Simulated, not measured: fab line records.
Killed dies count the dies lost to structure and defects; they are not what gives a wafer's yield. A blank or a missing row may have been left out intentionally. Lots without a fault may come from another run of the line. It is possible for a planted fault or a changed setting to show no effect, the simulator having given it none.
fab line records    flow nand-harc
record: lots: 6  wafers: 18  last-day: 33
route steps=1302 shown A_CHANNEL_HOLE_D1@488 A_CHANNEL_FILL_D1@490 A_DECK1_JOINT@518 END@1302
lots with no fault: from the same line, run without faults
start-h: hours from the record's first day to the start of the lot's first wafer shown    wait-h: hours elapsed since this lot's preceding step    " same as the row above    L1.1+2: one row covering several wafers at once    - no value, or no start was given    * or withheld: withheld    < > ~ a bound
route shown NAME@n: NAME is a module with steps in the file, n the number in the route of the first one    usual: mean/standard deviation taken from wafers without a fault    same: alike in all rows    chamber/n: place in a boat    sites: the reading at each site    _std_site: standard deviation across them    _edge_site: the outer-site mean with the inner-site mean subtracted    radius-mm: how far each site lies from the wafer's centre    mask NAME#n: copy n    behind: the last tool/chamber to shape the wafer    hold: what put the lot on hold/how long, in hours/how the hold closed    device: the n, p or np transistor that did not switch    end of line: the route-end tests of the same wafers    a step without rows: its recipe alone    killed: count of dies lost to structure and defects at first sort (not the wafer's yield)    map: a wafer's dies, x killed, . not, _ none there
set.NAME: the setting as run; set.NAME@STEP: as run at that earlier step    model.NAME: the simulator's own value behind a step, which no gauge read
lots at some steps of the route; a table a step, a row a wafer
services: a tool's chamber out of use, with start hour (start-h, from the record's first day; less than 0 if before it), hours out, and reason
== steps ==
step: NHARC_A_CHANNEL_HOLE_D1_XSEM_31
recipe: landing-energy-ev: 35000
step: NHARC_A_CHANNEL_HOLE_D1_INSPECT_40
usual: raw-defect-count: 79/24
lot.wafer  tool               chamber  start-h  wait-h  raw-defect-count
L867.3     defect-inspect-02  -        187.27   -       94
L867.4     "                  -        "        "       116
L867.6     "                  -        "        "       111
L879.1     defect-inspect-02  -        303.16   -       100
L879.2     "                  -        "        "       78
L879.5     "                  -        "        "       120
L881.2     defect-inspect-02  -        335.44   -       55
L881.3     "                  -        "        "       54
L881.6     "                  -        "        "       44
L883.1     defect-inspect-02  -        350.16   -       87
L883.2     "                  -        "        "       82
L883.6     "                  -        "        "       107
L888.1     defect-inspect-02  -        398.81   -       66
L888.4     "                  -        "        "       67
L888.6     "                  -        "        "       43
L890.1     defect-inspect-01  -        423.17   -       69
L890.2     "                  -        "        "       59
L890.5     "                  -        "        "       82
step: NHARC_A_CHANNEL_FILL_D1_PRECLEAN_00
recipe: time-s: *  temp-c: 50  bath-age-min: 0  chemistry: SC1
step: NHARC_A_CHANNEL_FILL_D1_SRD_01
step: NHARC_A_CHANNEL_FILL_D1_ALD_02
recipe: target-thk-a: 60  pulse-time-s: 10  ald-cycles: 60  temp-c: 300  material: SiO2
step: NHARC_A_CHANNEL_FILL_D1_ALD_03
recipe: target-thk-a: 60  pulse-time-s: 60  ald-cycles: 58  temp-c: 630  pressure-torr: 2  material: SiNx
usual: precursor-pulse-height-rel: 0.997/0.019
lot.wafer  tool              chamber  start-h  wait-h  precursor-pulse-height-rel
L867.3     ald-sin-batch-01  0        -        -       1.002
L867.4     "                 0        "        "       0.983
L867.6     "                 0        "        "       0.985
L879.1     ald-sin-batch-03  0        -        -       0.993
L879.2     "                 0        "        "       1.028
L879.5     "                 0        "        "       1.013
L881.2     ald-sin-batch-02  0        -        -       0.984
L881.3     "                 0        "        "       0.978
L881.6     "                 0        "        "       0.981
L883.1     ald-sin-batch-03  0        -        -       0.986
L883.2     "                 0        "        "       1.036
L883.6     "                 0        "        "       0.963
L888.1     ald-sin-batch-02  0        -        -       0.996
L888.4     "                 0        "        "       0.989
L888.6     "                 0        "        "       1.004
L890.1     ald-sin-batch-01  0        -        -       0.956
L890.2     "                 0        "        "       1.025
L890.5     "                 0        "        "       1.006
step: NHARC_A_CHANNEL_FILL_D1_ALD_14
recipe: target-thk-a: 25  pulse-time-s: 10  ald-cycles: 25  temp-c: 300  material: SiO2
step: NHARC_A_CHANNEL_FILL_D1_ALD_15
recipe: target-thk-a: 20  pulse-time-s: 60  ald-cycles: 19  temp-c: 630  pressure-torr: 2  material: SiNx
usual: precursor-pulse-height-rel: 1.001/0.018
lot.wafer  tool              chamber  start-h  wait-h  precursor-pulse-height-rel
L867.3     ald-sin-batch-01  0        -        -       1.012
L867.4     "                 0        "        "       1.039
L867.6     "                 0        "        "       0.987
L879.1     ald-sin-batch-01  0        -        -       0.982
L879.2     "                 0        "        "       0.982
L879.5     "                 0        "        "       1.029
L881.2     ald-sin-batch-02  0        -        -       0.996
L881.3     "                 0        "        "       0.993
L881.6     "                 0        "        "       0.990
L883.1     ald-sin-batch-02  0        -        -       0.993
L883.2     "                 0        "        "       1.016
L883.6     "                 0        "        "       0.999
L888.1     ald-sin-batch-02  0        409.58   3.0     1.049
L888.4     "                 0        "        "       0.986
L888.6     "                 0        "        "       1.023
L890.1     ald-sin-batch-02  0        -        -       1.008
L890.2     "                 0        "        "       1.011
L890.5     "                 0        "        "       1.012
step: NHARC_A_CHANNEL_FILL_D1_ALD_16
recipe: target-thk-a: 15  pulse-time-s: 10  ald-cycles: 15  temp-c: 300  material: SiO2
step: NHARC_A_CHANNEL_FILL_D1_ANNEAL_17
recipe: temp-c: 850  time-s: 1800
step: NHARC_A_CHANNEL_FILL_D1_CVD_18
recipe: target-thk-a: 30  temp-c: 550  material: poly-Si
step: NHARC_A_CHANNEL_FILL_D1_ETCHBACK_19
recipe: target-depth-a: 50  time-s: 1.7  hbr-flow-sccm: 150  cl2-flow-sccm: 50  rf-w: 400  icp-w: 400  bias-w: 100  chemistry: HBr/Cl2
usual: chamber-pressure-mTorr: 15.002/0.015  drypump-motor-current-A: 5.9/0.5  mfc-cl2-sccm: 50.00/0.16  oes-product-au: 1.002/0.011  throttle-valve-pct: 26.406/0.0085
lot.wafer  tool       chamber  start-h  wait-h  chamber-pressure-mTorr  drypump-motor-current-A  mfc-cl2-sccm  oes-product-au  rf-hours-counter-h  throttle-valve-pct
L867.3     rie-si-02  3        214.63   0.4     15.000                  5.9                      49.96         1.012           0.8                 26.418
L867.4     "          0        "        "       14.961                  6.3                      49.92         0.984           0.7                 26.393
L867.6     "          2        "        "       15.008                  5.9                      50.17         1.007           -                   26.404
L879.1     rie-si-04  3        327.92   0.4     15.000                  6.1                      49.84         0.993           0.9                 26.398
L879.2     "          1        "        "       15.025                  5.8                      50.01         0.999           0.7                 26.402
L879.5     "          3        "        "       14.995                  6.1                      49.73         1.000           -                   26.398
L881.2     rie-si-01  1        359.56   0.4     15.018                  6.8                      50.02         1.003           1.1                 26.418
L881.3     "          0        "        "       14.996                  6.3                      49.88         0.984           1.1                 26.405
L881.6     "          2        "        "       14.999                  6.8                      49.96         0.999           -                   26.414
L883.2     rie-si-04  1        374.54   0.4     14.984                  5.8                      49.88         0.995           0.2                 26.382
L883.1     "          2        "        "       15.002                  5.8                      50.28         0.992           0.1                 26.419
L883.6     "          3        "        "       15.000                  6.1                      50.14         0.998           -                   26.396
L888.4     rie-si-02  3        423.46   0.4     14.993                  5.9                      49.88         1.010           0.7                 26.391
L888.1     "          1        "        "       15.017                  5.0                      49.98         1.002           1.0                 26.407
L888.6     "          2        "        "       14.996                  6.0                      50.17         1.011           -                   26.411
L890.2     rie-si-02  1        447.35   0.4     14.997                  5.0                      50.13         0.999           1.1                 26.403
L890.1     "          2        "        "       15.011                  5.9                      50.10         1.010           1.2                 26.405
L890.5     "          0        "        "       15.016                  6.3                      50.11         0.999           -                   26.409
step: NHARC_A_CHANNEL_FILL_D1_ETCHBACK_20
recipe: target-depth-a: 270  time-s: 13.5  c4f8-flow-sccm: withheld  o2-flow-sccm: 8  ar-flow-sccm: withheld  rf-w: 600  bias-w: 1500  chemistry: C4F8/O2/Ar
usual: chamber-pressure-mTorr: 25.005/0.024  oes-product-au: 0.97/0.038  rf-vpp-V: 977/4.9
lot.wafer  tool         chamber  start-h  wait-h  chamber-pressure-mTorr  oes-product-au  rf-hours-counter-h  rf-vpp-V
L867.3     rie-diel-05  0        214.76   -       24.977                  0.93            11                  976
L867.4     "            1        "        "       25.017                  0.93            11                  973
L867.6     "            2        "        "       25.008                  0.92            -                   971
L879.1     rie-diel-10  2        328.05   -       25.021                  0.92            3                   974
L879.2     "            3        "        "       25.003                  0.94            4                   979
L879.5     "            3        "        "       25.013                  0.93            -                   978
L881.2     rie-diel-10  3        359.70   -       24.992                  0.93            4                   977
L881.3     "            0        "        "       25.012                  0.93            5                   972
L881.6     "            3        "        "       25.004                  0.93            -                   979
L883.2     rie-diel-10  0        374.64   -       25.002                  0.97            5                   973
L883.1     "            1        "        "       25.063                  0.97            4                   989
L883.6     "            1        "        "       24.990                  0.98            -                   988
L888.4     rie-diel-05  2        423.58   -       25.066                  1.00            1                   970
L888.1     "            0        "        "       25.008                  0.99            1                   976
L888.6     "            2        "        "       24.982                  1.00            -                   971
L890.1     rie-diel-03  2        447.45   -       25.016                  0.92            7                   970
L890.2     "            0        "        "       24.996                  0.93            8                   975
L890.5     "            2        "        "       24.972                  0.93            -                   970
step: NHARC_A_CHANNEL_FILL_D1_STRIP_28
recipe: time-s: 20  o2-flow-sccm: 500  ar-flow-sccm: 0  bias-w: 0  chemistry: O2
usual: chamber-pressure-mTorr: 60.00/0.052  drypump-motor-current-A: 5.53/0.29  oes-product-au: 1.004/0.0083  rf-vpp-V: 57.8/0.91  showerhead-plenum-p-Torr: 3.50/0.14  throttle-valve-pct: 17.037/0.0095
lot.wafer  tool         chamber  start-h  wait-h  chamber-pressure-mTorr  drypump-motor-current-A  oes-product-au  rf-hours-counter-h  rf-vpp-V  showerhead-plenum-p-Torr  throttle-valve-pct
L867.4     rie-diel-05  0        214.83   0.1     59.89                   5.51                     1.000           11                  57.2      3.47                      17.045
L867.3     "            2        "        "       60.00                   5.90                     0.995           11                  57.2      3.34                      17.042
L867.6     "            0        "        "       60.05                   5.49                     1.003           -                   58.5      3.47                      17.030
L879.1     rie-diel-10  0        328.14   0.1     60.07                   5.06                     1.000           4                   57.4      3.39                      17.034
L879.2     "            1        "        "       59.90                   5.64                     1.011           3                   59.7      3.78                      17.049
L879.5     "            0        "        "       59.99                   5.07                     1.008           -                   58.1      3.39                      17.017
L881.2     rie-diel-10  2        359.79   0.1     59.90                   5.51                     1.005           3                   57.5      3.47                      17.036
L881.3     "            3        "        "       59.99                   5.67                     0.993           4                   57.1      3.53                      17.033
L881.6     "            1        "        "       59.99                   5.63                     1.007           -                   59.7      3.78                      17.028
L883.2     rie-diel-10  1        374.74   0.1     59.97                   5.60                     1.012           4                   59.8      3.78                      17.052
L883.1     "            3        "        "       59.96                   5.68                     1.014           5                   58.3      3.53                      17.041
L883.6     "            0        "        "       59.95                   5.09                     1.007           -                   58.1      3.39                      17.050
L888.1     rie-diel-05  0        423.67   0.1     60.00                   5.51                     0.996           1                   57.4      3.46                      17.023
L888.4     "            2        "        "       59.97                   5.91                     1.006           1                   57.0      3.34                      17.049
L888.6     "            0        "        "       59.94                   5.48                     0.996           -                   58.5      3.46                      17.026
L890.1     rie-diel-03  3        447.54   0.1     59.96                   5.78                     1.010           8                   57.6      3.55                      17.041
L890.2     "            1        "        "       59.98                   5.49                     1.006           7                   58.5      3.48                      17.043
L890.5     "            0        "        "       60.01                   6.01                     0.995           -                   58.1      3.45                      17.037
step: NHARC_A_CHANNEL_FILL_D1_PRECLEAN_21
recipe: time-s: 30  chemistry: dHF
step: NHARC_A_CHANNEL_FILL_D1_SRD_23
step: NHARC_A_CHANNEL_FILL_D1_CVD_05
recipe: target-thk-a: 50  temp-c: 550  material: poly-Si
step: NHARC_A_CHANNEL_FILL_D1_ANNEAL_22
recipe: temp-c: 620  time-s: 7200
step: NHARC_A_CHANNEL_FILL_D1_THK_MEAS_06
recipe: thk-meas-gauge: ellipsometry
usual: thk-nm: 4.9/0.91
lot.wafer  tool           chamber  start-h  wait-h  thk-nm
L867.3     film-metro-02  -        226.70   0.4     4.9
L867.4     "              -        "        "       4.9
L867.6     "              -        "        "       4.5
L879.1     film-metro-02  -        339.78   0.4     5.3
L879.2     "              -        "        "       6.4
L879.5     "              -        "        "       5.7
L881.2     film-metro-02  -        371.61   0.4     6.7
L881.3     "              -        "        "       6.4
L881.6     "              -        "        "       6.1
L883.1     film-metro-01  -        386.69   0.4     4.9
L883.2     "              -        "        "       6.1
L883.6     "              -        "        "       4.5
L888.1     film-metro-01  -        435.28   0.4     7.1
L888.4     "              -        "        "       5.2
L888.6     "              -        "        "       5.8
L890.1     film-metro-02  -        459.15   0.4     6.5
L890.2     "              -        "        "       4.9
L890.5     "              -        "        "       5.7
step: NHARC_A_CHANNEL_FILL_D1_ALD_25
recipe: target-thk-a: 600  pulse-time-s: 10  ald-cycles: 600  temp-c: 300  material: SiOx
step: NHARC_A_CHANNEL_FILL_D1_ETCHBACK_08
recipe: target-depth-a: 2200  time-s: 110  c4f8-flow-sccm: 20  ar-flow-sccm: withheld  rf-w: 600  bias-w: 300  chemistry: C4F8
step: NHARC_A_CHANNEL_FILL_D1_STRIP_29
recipe: time-s: 20  o2-flow-sccm: 500  ar-flow-sccm: 0  bias-w: 0  chemistry: O2
step: NHARC_A_CHANNEL_FILL_D1_PRECLEAN_30
recipe: time-s: 30  chemistry: dHF
step: NHARC_A_CHANNEL_FILL_D1_SRD_31
step: NHARC_A_CHANNEL_FILL_D1_CVD_09
recipe: target-thk-a: 1500  temp-c: 620  pressure-mtorr: 200  time-s: 3000  material: poly-Si
step: NHARC_A_CHANNEL_FILL_D1_CMP_10
recipe: target-thk-nm: 150
step: NHARC_A_CHANNEL_FILL_D1_SRD_12
step: NHARC_A_DECK1_JOINT_ETCHBACK_07
recipe: target-depth-a: 1050  time-s: 26.9  hbr-flow-sccm: 150  rf-w: 350  icp-w: 350  bias-w: 60  chemistry: HBr
usual: chamber-pressure-mTorr: 15.000/0.014  drypump-motor-current-A: 5.8/0.47  oes-product-au: 0.998/0.0098  throttle-valve-pct: 23.266/0.0085
lot.wafer  tool       chamber  start-h  wait-h  hold                      chamber-pressure-mTorr  drypump-motor-current-A  oes-product-au  rf-hours-counter-h  throttle-valve-pct
L867.4     rie-si-03  0        238.76   0.1     -                         14.975                  5.8                      0.989           0.1                 23.281
L867.3     "          1        "        "       -                         15.001                  5.4                      0.992           0.1                 23.254
L867.6     "          0        "        "       -                         15.000                  5.8                      0.995           -                   23.264
L879.2     rie-si-06  3        352.00   0.1     -                         14.996                  5.5                      0.996           0.7                 23.270
L879.1     "          0        "        "       -                         15.004                  5.9                      1.004           0.6                 23.269
L879.5     "          2        "        "       -                         14.984                  5.5                      0.993           -                   23.267
L881.3     rie-si-06  3        385.41   1.7     await-dispo/1.7h/release  15.000                  5.5                      0.983           0.8                 23.278
L881.2     "          0        "        "       await-dispo/1.7h/release  14.983                  5.9                      0.997           0.7                 23.271
L881.6     "          1        "        "       await-dispo/1.7h/release  15.008                  6.3                      0.983           -                   23.263
L883.2     rie-si-06  0        401.40   2.9     await-dispo/2.9h/release  15.013                  5.9                      1.001           0.8                 23.261
L883.1     "          2        "        "       await-dispo/2.9h/release  14.986                  5.5                      0.989           1.1                 23.282
L883.6     "          0        "        "       await-dispo/2.9h/release  15.014                  5.9                      1.006           -                   23.268
L888.1     rie-si-05  0        447.19   0.1     -                         14.993                  6.7                      1.012           0.8                 23.275
L888.4     "          1        "        "       -                         14.983                  5.5                      1.007           0.6                 23.262
L888.6     "          0        "        "       -                         15.014                  6.8                      1.001           -                   23.274
L890.1     rie-si-05  1        472.25   0.1     -                         14.957                  5.5                      1.008           0.7                 23.272
L890.2     "          2        "        "       -                         15.007                  5.3                      1.023           0.9                 23.270
L890.5     "          3        "        "       -                         14.995                  6.2                      0.996           -                   23.266
step: NHARC_END_SORT_01
recipe: temp-c: 25
usual: killed-at-array: 57/19  killed-at-other: 0.9/1.1  killed-at-periphery: 4.0/2.6  killed-dies: 62/19  killed-open: 3.3/1.8  killed-short: 2.4/1.7
same: gross-dies: 677
lot.wafer  tool       chamber  start-h  wait-h  killed-at-array  killed-at-other  killed-at-periphery  killed-dies  killed-open  killed-short
L881.2     prober-01  0        723.70   2.8     65               4                0                    69           1            4
L881.3     prober-01  0        724.50   3.1     74               3                2                    79           5            0
L881.6     prober-01  0        726.91   4.0     55               1                2                    58           6            0
L883.1     prober-01  0        751.02   2.5     132              3                3                    138          2            2
L883.2     prober-01  0        751.81   2.8     90               1                4                    95           2            2
L883.6     prober-01  0        754.97   4.0     140              0                5                    145          8            5
killed by level:class
L881.2 A_CHANNEL_FILL_D1:unspecified=34 A_CHANNEL_HOLE_D1:chamber-film-flake=13 A_CONTACT:chamber-film-flake=7 THIN_TSV:chamber-film-flake=4 A_SLIT:chamber-film-flake=3 A_WL_FILL:geometric-particle:short=2 A_CHANNEL_HOLE_D1:geometric-particle:open=1 A_CHANNEL_FILL_D2:geometric-particle:short=1
L881.3 A_CHANNEL_FILL_D1:unspecified=49 A_CHANNEL_HOLE_D1:chamber-film-flake=8 A_CONTACT:chamber-film-flake=8 THIN_TSV:chamber-film-flake=3 P_M1:chamber-film-flake=2 A_WL_FILL:chamber-film-flake=2 A_SOURCE_PLATE:geometric-particle:open=1 A_ONON_D1:geometric-particle:open=1
L881.6 A_CHANNEL_FILL_D1:unspecified=28 A_CHANNEL_HOLE_D1:chamber-film-flake=10 A_CONTACT:chamber-film-flake=5 A_STAIRCASE:chamber-film-flake=2 A_WL_FILL:chamber-film-flake=2 P_STI:geometric-particle:open=1 A_CHANNEL_HOLE_D1:geometric-particle:open=1 A_DECK1_JOINT:geometric-particle:open=1
L883.1 A_CHANNEL_FILL_D1:unspecified=97 A_CHANNEL_HOLE_D1:chamber-film-flake=23 P_M2:chamber-film-flake=2 A_ZERO_WELL:chamber-film-flake=2 A_STAIRCASE:chamber-film-flake=2 A_SLIT:chamber-film-flake=2 A_CONTACT:chamber-film-flake=2 THIN_TSV:chamber-film-flake=2
L883.2 A_CHANNEL_FILL_D1:unspecified=52 A_CHANNEL_HOLE_D1:chamber-film-flake=31 P_M2:chamber-film-flake=3 A_DECK1_JOINT:chamber-film-flake=3 P_CONTACT:geometric-particle:open=1 A_CHANNEL_FILL_D2:geometric-particle:short=1 A_BLC:geometric-particle:short=1 A_M0:geometric-particle:open=1
L883.6 A_CHANNEL_FILL_D1:unspecified=98 A_CHANNEL_HOLE_D1:chamber-film-flake=24 A_WL_FILL:geometric-particle:short=3 P_CONTACT:chamber-film-flake=3 A_SLIT:chamber-film-flake=3 A_ONON_D1:geometric-particle:open=2 A_CONTACT:chamber-film-flake=2 P_GATE:geometric-particle:open=1
== services ==
tool              chamber  start-h  hours  kind
rie-diel-05       3        181.03   4.7    repair
rie-si-06         0        200.33   2.7    repair
rie-si-02         1        201.98   1.0    repair
rie-diel-10       0        227.15   1.7    repair
rie-diel-05       -        229.60   9.0    pm
rie-diel-10       2        232.25   6.5    repair
rie-diel-10       -        242.56   9.0    pm
rie-si-06         -        249.00   9.0    pm
ald-sin-batch-02  -        269.46   26.0   pm
rie-si-02         -        277.00   9.0    pm
rie-si-02         0        286.38   4.0    repair
rie-si-06         2        293.81   8.8    repair
rie-diel-10       1        296.63   9.2    repair
rie-si-06         3        303.07   1.3    repair
rie-diel-05       0        308.75   11.0   repair
rie-diel-05       1        322.31   14.9   repair
ald-sin-batch-02  -        328.65   2.7    repair
rie-si-02         1        339.64   12.1   repair
rie-si-02         3        360.41   27.1   repair
rie-si-06         3        365.28   3.0    repair
rie-diel-05       3        375.95   15.3   repair
rie-diel-05       -        406.60   9.0    pm
rie-diel-10       -        419.56   9.0    pm
rie-diel-05       2        463.58   4.9    repair
== key ==
first-sign: step: NHARC_END_SORT_01  reading: killed-dies  direction: up  sigmas: 1.9  usual: 62  struck: 97  wafers-moved: 4
effect: step: NHARC_END_SORT_01  reading: killed-at-array  direction: up  sigmas: 1.9  usual: 57  struck: 93  wafers-moved: 4
more-kills-born-at: NHARC_A_CHANNEL_FILL_D1_ETCHBACK_20@rie-diel-10: 358
met-at NHARC_A_CHANNEL_FILL_D1_ETCHBACK_20
struck-wafers L881.2,L881.3,L881.6,L883.1,L883.2,L883.6
tester-left-out L881,L883
onset-between 328.05 359.70
also-fits NHARC_A_CHANNEL_FILL_D1_STRIP_28:rie-diel-10
fault: kind: chamber-particle-source  tool: rie-diel-10  chamber: -  onset-h: 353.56  steps: NHARC_A_CHANNEL_FILL_D1_ETCHBACK_20  rate-per-visit-cm2: 1.2465  end-h: 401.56
tester-left-out: of these lots the tester's yield and bins aren't shown, on N5 and GAA mostly nor the transistor test; their killed dies are dies lost to structure and defects alone, not to doping, threshold or leakage, so they don't give the yield
